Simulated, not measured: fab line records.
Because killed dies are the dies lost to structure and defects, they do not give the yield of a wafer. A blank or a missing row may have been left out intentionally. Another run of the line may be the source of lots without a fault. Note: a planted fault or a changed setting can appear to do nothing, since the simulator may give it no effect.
Struck lot and sound lot, side by side || flow n5 finfet || 27 out of 1938 route steps
Sound: these wafers, L371.2, L371.5, L371.6. Struck: wafers L391.3, L391.4, L391.6. The cause is given at the end.
At each step with rows: each side's tool, then ch and its chambers, then its first start. Under that, the readings that differ: sound wafers || struck wafers || difference of the means || sigmas: that difference in standard deviations of wafers without a fault.
alike: words and numbers the same on both sides, and readings whose means are apart by under 2 such deviations; not compared: readings that were withheld, readings missing a value for some wafer, numbers with overlapping values and no deviation given by the record, and bounds like >300 which may hide the same value.
A row with sigmas, a row that says differs or no value, or rows on one side alone: a step with any of these is where the two part. When numbers do not overlap yet have no deviation, they are printed without sigmas and do not part them. A reading that every wafer of one side lacks parts them only if that side has two wafers or more.

first, 10 steps without rows for these wafers: N5_BEOL_M1_DESCUM_16 (chemistry O2, time 7 s); N5_BEOL_M1_ETCH_74 (etches underlayer in N2/H2, target depth 6.5 nm, time 5.2 s); N5_BEOL_M1_ETCH_63 (etches SiARC in CF4, target depth 15.6 nm, time 26 s); N5_BEOL_M1_ETCH_64 (etches SOC in N2/H2, target depth 75 nm, overetch 15 nm, time 112.5 s); N5_BEOL_M1_STRIP_65 (strips in N2/H2); N5_BEOL_M1_STRIP_75 (strips in N2/H2); N5_BEOL_M1_STRIP_66 (strips in CF4); N5_BEOL_M1_HM_OPEN_17 (chemistry Cl2/BCl3, target TiN, target depth 20 nm, overetch 6 nm); N5_BEOL_M1_STRIP_19 (strips in O2); N5_BEOL_M1_COAT_67 (time 60 s, resist thk 60 nm).
N5_BEOL_M1_COAT_68: time 60 s, resist thk 12 nm.
  sound on litho track-01 ch 0, day 6 16:35; struck on litho track-05 ch 0, day 11 14:34
{"reading": "spin speed rpm (rpm)", "sound": "1499.2 1501.7 1499.5", "struck": "1386.9 1387.4 1387.3", "difference": -112.9, "sigmas": "-99 or more"}
{"reading": "model.SiARC_of_BEOL_M1_COAT_68.thk nm (nm)", "sound": "12 12 12", "struck": "12.6 12.4 12.6", "difference": "+0.5", "sigmas": ""}
  alike: chill plate temp C, dispense pressure kPa
then, 9 steps without rows for these wafers: N5_BEOL_M1_COAT_76 (time 60 s, resist thk 5 nm); N5_BEOL_M1_COAT_22 (resist thk 30 nm); N5_BEOL_M1_EBR_24; N5_BEOL_M1_SOFTBAKE_23 (time 60 s); N5_BEOL_M1_EXPOSE_25 (exposes mask V0, defocus 5 nm, target cd 24 nm); N5_BEOL_M1_PEB_26 (peb time 60 s); N5_BEOL_M1_DEVELOP_27 (develop time 30 s); N5_BEOL_M1_DESCUM_33 (chemistry O2, time 7 s); N5_BEOL_M1_ETCH_77 (etches underlayer in N2/H2, target depth 6.5 nm, time 5.2 s).
N5_BEOL_M1_ETCH_69: etches SiARC in CF4, target depth 15.6 nm, time 26 s.
  sound on rie diel-06 ch 0,1,2, day 6 17:02; struck on rie diel-05 ch 2,3, day 11 15:08
{"reading": "etch rf on time s (s)", "sound": "25.8 25.4 26.3", "struck": "26.6 26.6 26.9", "difference": "+0.9", "sigmas": "+2"}
{"reading": "model.etch.depth nm (nm)", "sound": "11.97 12.02 12", "struck": "12.52 12.47 12.55", "difference": "+0.52", "sigmas": ""}
{"reading": "model.CAR-EUV_of_BEOL_M1_COAT_22.thk nm (nm)", "sound": "11 11.2 11.2", "struck": "10.8 10.8 10.8", "difference": -0.3, "sigmas": ""}
  alike: drypump motor current A, oes product au, rf vpp V, showerhead plenum p Torr, throttle valve pct
  not compared: rf hours counter h
then, 1 step without rows for these wafers: N5_BEOL_M1_ALD_98 (deposits SiO2, target thk 2.5 nm, pulse time 1 s, co reactant pulse time 1 s).
N5_BEOL_M1_ETCHBACK_99: etches SiO2 in CHF3, target depth 5 nm, time 10.4 s.
  sound on rie diel-06 ch 1,2, day 7 08:42; struck on rie diel-02 ch 0,2, day 11 16:13
{"reading": "throttle valve pct (%)", "sound": "17.38 17.43 17.38", "struck": "17.01 16.69 16.69", "difference": -0.60, "sigmas": -3}
{"reading": "model.CAR-EUV_of_BEOL_M1_COAT_22.thk nm (nm)", "sound": "10.4 10.6 10.4", "struck": "10 10 10", "difference": "+0", "sigmas": ""}
  alike: CHF3_flow_sccm, drypump motor current A, oes product au, rf vpp V, showerhead plenum p Torr
  not compared: rf hours counter h
N5_BEOL_M1_ETCH_70: etches SOC in N2/H2, target depth 80 nm, overetch 16 nm, time 120 s.
  sound on rie diel-06 ch 1,2, day 7 08:45; struck on rie diel-02 ch 0,2, day 11 16:14
{"reading": "throttle valve pct (%)", "sound": "18.19 18.15 18.18", "struck": "17.65 17.44 17.43", "difference": -0.67, "sigmas": -3}
{"reading": "model.SiARC_of_BEOL_M1_COAT_68.thk nm (nm)", "sound": "6.4 6.2 6.4", "struck": "6.8 6.8 6.8", "difference": "+0.5", "sigmas": ""}
  alike: drypump motor current A, oes product au, rf vpp V, showerhead plenum p Torr
  not compared: rf hours counter h
then, 1 step without rows for these wafers: N5_BEOL_M1_STRIP_71 (strips in N2/H2).
-- here the record skips 3 days between the struck wafers' starts before and after, leaving off in module BEOL_M1 and picking up in module BEOL_M4 (first step shown: number 1111 of the route) --
N5_BEOL_M4_RC_MEAS_101:
  sound on prober-02 ch 0, day 9 08:26; struck on prober-01 ch 0, day 14 04:36
  alike: DIBL_N, DIBL_P, IOFF_N, IOFF_P, ION_N, ION_P, SS_N, SS_P, VT_N, VT_P
-- the record jumps here: 5 days lie between the struck wafers' starts before and after (it left off in module BEOL_M4 and takes up again in module PASSIVATION, whose first step shown is number 1936 of the route) --
N5_PASSIVATION_PROBE_49:
  sound on prober-02 at day 13 21:01; struck on prober-02 at day 19 00:43
  alike: defect limited yield, killed_at_M0_to_M3, killed_at_M4_up, killed at contacts, killed at front end, killed at other, killed dies, killed open, killed short, sort_bin_5_function, sort_bin_6_memory, sort n pass, sort yield pct

== WHERE THEY PART ==
At N5_BEOL_M1_COAT_68 first; at N5_BEOL_M1_ETCH_70 last (within this record only). Later steps at which nothing parts them and some readings are alike: N5_BEOL_M4_RC_MEAS_101, N5_PASSIVATION_PROBE_49.

WHY: whatever the simulator had introduced
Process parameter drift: litho track-05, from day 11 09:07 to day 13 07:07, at N5_BEOL_M1_COAT_68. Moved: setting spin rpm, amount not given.
